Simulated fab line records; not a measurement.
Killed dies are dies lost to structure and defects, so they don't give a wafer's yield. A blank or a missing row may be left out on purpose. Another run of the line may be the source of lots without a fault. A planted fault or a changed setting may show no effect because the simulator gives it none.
Matching of chambers / flow n5_finfet / 3 sister chambers for N5_BEOL_M11_ILD_DEP_00 on pecvd-01
The step deposits SiCOH lowk from DEMS/porogen, target thk 308.51 nm, time 58 s. 3 wafers are shown with their chamber, then 12 later ones without.

## WAFERS WITH THEIR CHAMBER
wafer=L091.2; chamber=0; throttle_valve_pct (%)=14.5
wafer=L090.4; chamber=2; throttle_valve_pct (%)=13.2
wafer=L090.5; chamber=1; throttle_valve_pct (%)=14.1

## WAFERS WITH NO CHAMBER GIVEN
wafer=L092.1; throttle_valve_pct (%)=14.3
wafer=L092.4; throttle_valve_pct (%)=13.3
wafer=L092.6; throttle_valve_pct (%)=14.2
wafer=L097.1; throttle_valve_pct (%)=14.4
wafer=L097.2; throttle_valve_pct (%)=14.2
wafer=L097.4; throttle_valve_pct (%)=14.3
wafer=L096.2; throttle_valve_pct (%)=13.3
wafer=L096.3; throttle_valve_pct (%)=14.2
wafer=L096.4; throttle_valve_pct (%)=13.2
wafer=L095.2; throttle_valve_pct (%)=14.6
wafer=L095.3; throttle_valve_pct (%)=13.2
wafer=L095.5; throttle_valve_pct (%)=13.4

## WHICH CHAMBER EACH WENT THROUGH
wafer=L092.1; from the rows above=can't be placed: 0 or 1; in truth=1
wafer=L092.4; from the rows above=2; in truth=2
wafer=L092.6; from the rows above=can't be placed: 1 or 0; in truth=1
wafer=L097.1; from the rows above=can't be placed: 0 or 1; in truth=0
wafer=L097.2; from the rows above=can't be placed: 1 or 0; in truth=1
wafer=L097.4; from the rows above=can't be placed: 0 or 1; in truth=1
wafer=L096.2; from the rows above=2; in truth=2
wafer=L096.3; from the rows above=can't be placed: 1 or 0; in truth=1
wafer=L096.4; from the rows above=2; in truth=2
wafer=L095.2; from the rows above=0; in truth=0
wafer=L095.3; from the rows above=2; in truth=2
wafer=L095.5; from the rows above=2; in truth=2
6 of 12 placed correctly. From these rows, 6 cannot be placed; in 6 the true chamber is one of the candidates. Placed wrongly: 0.
How it was worked out, from the rows above alone: a wafer's distance from a chamber is the root of the sum, over the readings, of the square of ((its reading less the chamber's mean) divided by the reading's scatter). If the next closest chamber is less than 2 further off than the closest, the wafer can't be placed; otherwise it belongs to the closest. A chamber's mean is the mean of its shown wafers. The scatter (one wafer shown for each chamber): square how far every hidden wafer sits from the nearest shown wafer, average those squares and take the square root.
